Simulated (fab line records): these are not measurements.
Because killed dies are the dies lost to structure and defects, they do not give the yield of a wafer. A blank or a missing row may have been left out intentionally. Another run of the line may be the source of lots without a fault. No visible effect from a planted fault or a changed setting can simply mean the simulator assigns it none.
Which tool is to blame? -- flow n5-finfet -- Sampling: 7 lots, 20 wafers, 4 of 1938 route steps

## WHAT EACH GAUGE READ, for each wafer
N5_SD_EPI_P_EPI_MEAS_23.
lot,measured,on,thk-nm (nm)
L616,day 3 15:27,film-metro-01,61.4 60.4 62.3
L618,day 4 06:37,film-metro-02,60.8 60.5 60.5
L623,day 5 09:26,film-metro-02,50.1 62.9
L629,day 6 21:15,film-metro-01,62.0 60.5 61.5
L633,day 7 22:16,film-metro-02,60.7 63.6 62.7
L636,day 8 15:02,film-metro-02,62.8 61.5 60.7
L638,day 9 03:15,film-metro-01,61.0 63.5 60.7

## WHAT TOOL EACH LOT RAN ON (gives the tool, then ch and the chambers of the sampled wafers, and finally the start)
lot,N5_SD_EPI_N_STRIP_38,N5_SD_EPI_P_ETCH_47,N5_SD_EPI_P_PRECLEAN_51
L616,"plasma-asher-01 ch 0,1, day 3 07:57","rie-diel-03 ch 0,1,2, day 3 12:25","epi-rpcvd-04 ch 0, day 3 12:53"
L618,"plasma-asher-02 ch 0,1, day 3 22:39","rie-diel-03 ch 0,1,3, day 4 03:34","epi-rpcvd-04 ch 0, day 4 04:08"
L623,"plasma-asher-02 ch 0,1, day 5 02:22","rie-diel-06 ch 1,2, day 5 06:23","epi-rpcvd-02 ch 0, day 5 06:55"
L629,"plasma-asher-02 ch 0, day 6 13:10","rie-diel-04 ch 2,3, day 6 17:22","epi-rpcvd-04 ch 0, day 6 17:53"
L633,"plasma-asher-01 ch 0,1, day 7 14:19","rie-diel-06 ch 0,3, day 7 18:23","epi-rpcvd-04 ch 0, day 7 18:56"
L636,"plasma-asher-01 ch 0,1, day 8 07:28","rie-diel-04 ch 1,2,3, day 8 11:54","epi-rpcvd-02 ch 0, day 8 12:30"
L638,"plasma-asher-02 ch 0,1, day 8 20:02","rie-diel-03 ch 0,1,3, day 9 00:11","epi-rpcvd-02 ch 0, day 9 00:42"
- N5_SD_EPI_N_STRIP_38: strips in N2/H2.
- N5_SD_EPI_P_ETCH_47: etches SiOCN in CH3F/O2, target depth 25 nm.
- N5_SD_EPI_P_PRECLEAN_51: cleans in NF3:NH3, afs cycles 1, time 20 s, sublimation time 60 s.

## THE ANSWER, worked out from the rows above alone
Rule: the usual values come from the lots themselves. Put in order of their means at a reading, lots are off if they are a third of the lots or fewer, leave a main group of 4 or more, and stand apart from it by a gap of 3 or more times the standard deviation of the main group's means; of several such gaps the widest counts. The tables above print the reading to a certain number of digits; a main group whose means all agree to those digits is not used. A lot without any number at a reading at which 4 lots or more have one is off too. All remaining lots with rows at the step are treated as sound.
Off: L623 (N5_SD_EPI_P_EPI_MEAS_23, thk-nm). The main group: mean 61.5 nm, standard deviation 0.52.
A tool fits if, at a process step before that reading, it ran every lot that is off, and no sound lot after the first of them. Those tools and the gauges at N5_SD_EPI_P_EPI_MEAS_23 are tried in the same way. None of those tried fits.

## WHAT THE SIMULATOR HAD INSERTED
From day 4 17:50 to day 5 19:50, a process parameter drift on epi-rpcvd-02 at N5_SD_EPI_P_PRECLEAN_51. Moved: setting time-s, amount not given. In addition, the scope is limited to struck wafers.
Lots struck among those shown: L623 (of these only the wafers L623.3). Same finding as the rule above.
